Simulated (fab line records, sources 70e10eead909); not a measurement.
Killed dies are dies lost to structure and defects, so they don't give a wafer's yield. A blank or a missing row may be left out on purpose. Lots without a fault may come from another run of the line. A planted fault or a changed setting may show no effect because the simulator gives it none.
Which tool did it? | flow nand_harc | 14 lots, 42 wafers sampled, at 5 steps of a route of 1302

WHAT THE GAUGES READ, wafer by wafer
NHARC_THIN_TSV_CD_MEAS_16. Usual: cd_nm 999.5 nm, standard deviation 1.9.
lot  | measured     | on        | cd_nm (nm)           | flag
L168 | day 24 20:38 | cd_sem-03 | 997.3 998.7 1001.6   |
L170 | day 25 08:02 | cd_sem-03 | 1002.3 997.3 1002.6  |
L172 | day 26 15:04 | cd_sem-02 | 997.0 1001.1 996.2   |
L173 | day 26 23:08 | cd_sem-01 | 998.6 1000.7 1001.5  |
L181 | day 29 14:11 | cd_sem-01 | 1002.8 999.7 999.3   |
L180 | day 30 00:01 | cd_sem-02 | 999.6 997.1 1000.6   |
L179 | day 30 01:14 | cd_sem-03 | 999.0 999.8 1001.6   |
L183 | day 30 18:43 | cd_sem-02 | 1001.5 998.2 1003.2  |
L182 | day 31 09:23 | cd_sem-03 | 1002.1 1001.2 1001.9 |
L185 | day 31 13:55 | cd_sem-03 | 999.7 998.7 999.2    |
L184 | day 32 08:40 | cd_sem-02 | 998.8 998.0 998.8    |
L187 | day 32 21:41 | cd_sem-01 | 997.4 996.8 995.2    |
L188 | day 33 08:11 | cd_sem-03 | 1000.7 998.2 995.2   |
L189 | day 33 13:32 | cd_sem-03 | 997.7 998.5 997.9    |

NHARC_THIN_TSV_CD_MEAS_33: target cd 5000 nm. Usual: cd_nm 4999.3 nm, standard deviation 1.7.
lot  | measured     | on        | cd_nm (nm)           | flag
L168 | day 25 01:35 | cd_sem-01 | 4998.3 4999.7 5000.5 |
L170 | day 25 13:06 | cd_sem-03 | 5001.4 5001.5 5002.5 |
L172 | day 26 19:52 | cd_sem-03 | 5003.0 4998.6 5000.3 |
L173 | day 27 03:58 | cd_sem-01 | 4998.1 4998.6 4998.9 |
L181 | day 29 19:23 | cd_sem-03 | 4998.6 5001.3 4997.5 |
L180 | day 30 05:43 | cd_sem-02 | 4998.9 4999.2 4998.2 |
L179 | day 30 06:52 | cd_sem-02 | 4999.5 4995.8 4999.3 |
L183 | day 30 23:42 | cd_sem-01 | 5000.4 4998.1 4997.9 |
L182 | day 31 14:21 | cd_sem-01 | 4999.4 4999.9 4999.7 |
L185 | day 31 18:43 | cd_sem-03 | 5001.2 5001.2 5000.8 |
L184 | day 32 13:43 | cd_sem-01 | 5002.6 5002.5 5001.1 |
L187 | day 33 02:40 | cd_sem-01 | 4999.6 4999.0 4998.1 |
L188 | day 33 13:23 | cd_sem-03 | 4999.0 4997.0 5001.0 |
L189 | day 33 18:56 | cd_sem-01 | 5001.7 4998.2 4998.7 |

NHARC_END_SORT_01. Usual: defect_limited_yield 90.6 %, standard deviation 2.6; killed_at_array 58, standard deviation 18; killed_at_other 1.0, standard deviation 1.5; killed_at_periphery 4, standard deviation 3.1; killed_dies 64, standard deviation 18; killed_open 3.4, standard deviation 1.9; killed_short 2.7, standard deviation 1.7.
lot  | measured     | on        | defect_limited_yield (%) | killed_at_array | killed_at_other | killed_at_periphery | killed_dies | killed_open | killed_short | flag
L168 | day 25 17:06 | prober-02 | 91.6 91.4 93.8           | 43 49 36        | 1 0 2           | 13 9 4              | 57 58 42    | 7 4 1       | 1 4 1        |
L170 | day 25 23:05 | prober-01 | 92.9 92.6 91.9           | 47 47 53        | 0 0 0           | 1 3 2               | 48 50 55    | 3 5 5       | 4 3 5        |
L172 | day 27 04:52 | prober-01 | 87.0 38.7 36.9           | 86 414 427      | 1 1 0           | 1 0 0               | 88 415 427  | 2 0 2       | 0 2 0        | OFF
L173 | day 27 13:49 | prober-02 | 38.7 92.9 91.3           | 412 46 59       | 0 2 0           | 3 0 0               | 415 48 59   | 1 3 2       | 1 3 3        | OFF
L181 | day 30 04:23 | prober-01 | 89.8 89.4 91.3           | 60 65 54        | 0 0 1           | 9 7 4               | 69 72 59    | 2 5 1       | 4 2 1        |
L180 | day 30 14:56 | prober-02 | 93.8 93.4 92.3           | 39 40 46        | 0 0 0           | 3 5 6               | 42 45 52    | 6 2 1       | 2 4 4        |
L179 | day 30 16:30 | prober-01 | 88.9 88.0 87.0           | 72 81 84        | 0 0 0           | 3 0 4               | 75 81 88    | 3 1 9       | 5 5 1        |
L183 | day 31 09:43 | prober-02 | 87.0 90.1 90.1           | 82 60 65        | 2 1 0           | 4 6 2               | 88 67 67    | 6 3 0       | 4 0 4        |
L182 | day 31 23:22 | prober-01 | 89.2 88.8 87.3           | 72 73 80        | 0 0 1           | 1 3 5               | 73 76 86    | 4 4 3       | 0 3 0        |
L185 | day 32 05:26 | prober-02 | 86.0 86.1 87.9           | 94 85 76        | 0 3 3           | 1 6 3               | 95 94 82    | 2 6 2       | 1 7 0        |
L184 | day 33 01:08 | prober-01 | 95.6 95.9 94.8           | 23 25 26        | 1 1 4           | 6 2 5               | 30 28 35    | 1 4 5       | 5 2 5        |
L187 | day 33 09:34 | prober-01 | 93.5 92.2 91.7           | 33 41 46        | 0 0 1           | 11 12 9             | 44 53 56    | 5 9 4       | 1 6 3        |
L188 | day 33 23:12 | prober-01 | 89.1 91.4 89.2           | 66 56 70        | 0 0 0           | 8 2 3               | 74 58 73    | 4 0 3       | 3 4 5        |
L189 | day 34 04:51 | prober-02 | 94.1 93.1 93.2           | 40 43 43        | 0 1 0           | 0 3 3               | 40 47 46    | 6 1 5       | 1 2 1        |

WHICH TOOL RAN EACH LOT (tool, then ch and the chambers of the sampled wafers, then the start)
lot  | NHARC_A_M1_ECD_22              | NHARC_THIN_TSV_ANNEAL_52
L168 | ecd_cu-01 ch 0, day 24 01:31   | rtp_anneal-01 ch 0, day 24 23:38
L170 | ecd_cu-01 ch 0,1, day 24 11:57 | rtp_anneal-01 ch 0, day 25 11:12
L172 | ecd_cu-01 ch 0,1, day 25 16:38 | rtp_anneal-01 ch 0, day 26 18:04
L173 | ecd_cu-01 ch 0,1, day 26 02:48 | rtp_anneal-02 ch 0, day 27 02:10
L181 | ecd_cu-02 ch 0,1, day 28 18:47 | rtp_anneal-01 ch 0, day 29 17:23
L180 | ecd_cu-02 ch 0, day 28 23:37   | rtp_anneal-02 ch 0, day 30 03:45
L179 | ecd_cu-01 ch 0,1, day 29 01:10 | rtp_anneal-01 ch 0, day 30 05:08
L183 | ecd_cu-02 ch 0, day 29 21:53   | rtp_anneal-02 ch 0, day 30 21:49
L182 | ecd_cu-01 ch 0,1, day 30 14:06 | rtp_anneal-02 ch 0, day 31 12:23
L185 | ecd_cu-01 ch 0,1, day 30 18:47 | rtp_anneal-02 ch 0, day 31 17:00
L184 | ecd_cu-01 ch 0,1, day 31 05:14 | rtp_anneal-01 ch 0, day 32 11:50
L187 | ecd_cu-02 ch 0,1, day 32 00:26 | rtp_anneal-02 ch 0, day 33 00:46
L188 | ecd_cu-01 ch 0,1, day 32 12:57 | rtp_anneal-01 ch 0, day 33 11:29
L189 | ecd_cu-01 ch 0,1, day 32 18:10 | rtp_anneal-02 ch 0, day 33 17:10
- NHARC_A_M1_ECD_22: material Cu, target thk 400 nm.
- NHARC_THIN_TSV_ANNEAL_52: time 90 s.

WHAT THE TOOLS THEMSELVES READ (means of the sampled wafers that have a number; where no wafer has one, the mark that the record gives instead)
NHARC_THIN_TSV_ANNEAL_52. Usual: wafer_temp_C_max 225.82, standard deviation 0.22.
lot  | tool          | wafer_temp_C_max | flag
L168 | rtp_anneal-01 | 225.82           |
L170 | rtp_anneal-01 | 225.91           |
L172 | rtp_anneal-01 | 225.92           |
L173 | rtp_anneal-02 | 225.81           |
L181 | rtp_anneal-01 | 225.79           |
L180 | rtp_anneal-02 | 225.88           |
L179 | rtp_anneal-01 | 225.93           |
L183 | rtp_anneal-02 | 226.07           |
L182 | rtp_anneal-02 | 225.80           |
L185 | rtp_anneal-02 | 226.06           |
L184 | rtp_anneal-01 | 225.91           |
L187 | rtp_anneal-02 | 225.92           |
L188 | rtp_anneal-01 | 225.48           |
L189 | rtp_anneal-02 | 225.75           |

THE ANSWER, worked out from the rows above alone
Rule: a lot is off if the mean of its wafers that have a number lies more than 3 standard deviations from the usual mean. A lot without any number at a reading at which 4 lots or more have one is off too. The other lots that the step has rows for count as sound. The gauges are gone through in route order, then the tools' own readings, and for those a lot's mean is taken as printed above. The first step at which some lot is off is used, and at that step the reading that is off furthest; a lot without a number counts as furthest.
Off: L172, L173, at NHARC_END_SORT_01 (defect_limited_yield).
A tool fits if, at a process step before that reading, it ran every lot that is off, and no sound lot after the first of them. The gauges at NHARC_END_SORT_01 are tried like those tools. None of those tried fits.

WHAT THE SIMULATOR HAD PUT IN
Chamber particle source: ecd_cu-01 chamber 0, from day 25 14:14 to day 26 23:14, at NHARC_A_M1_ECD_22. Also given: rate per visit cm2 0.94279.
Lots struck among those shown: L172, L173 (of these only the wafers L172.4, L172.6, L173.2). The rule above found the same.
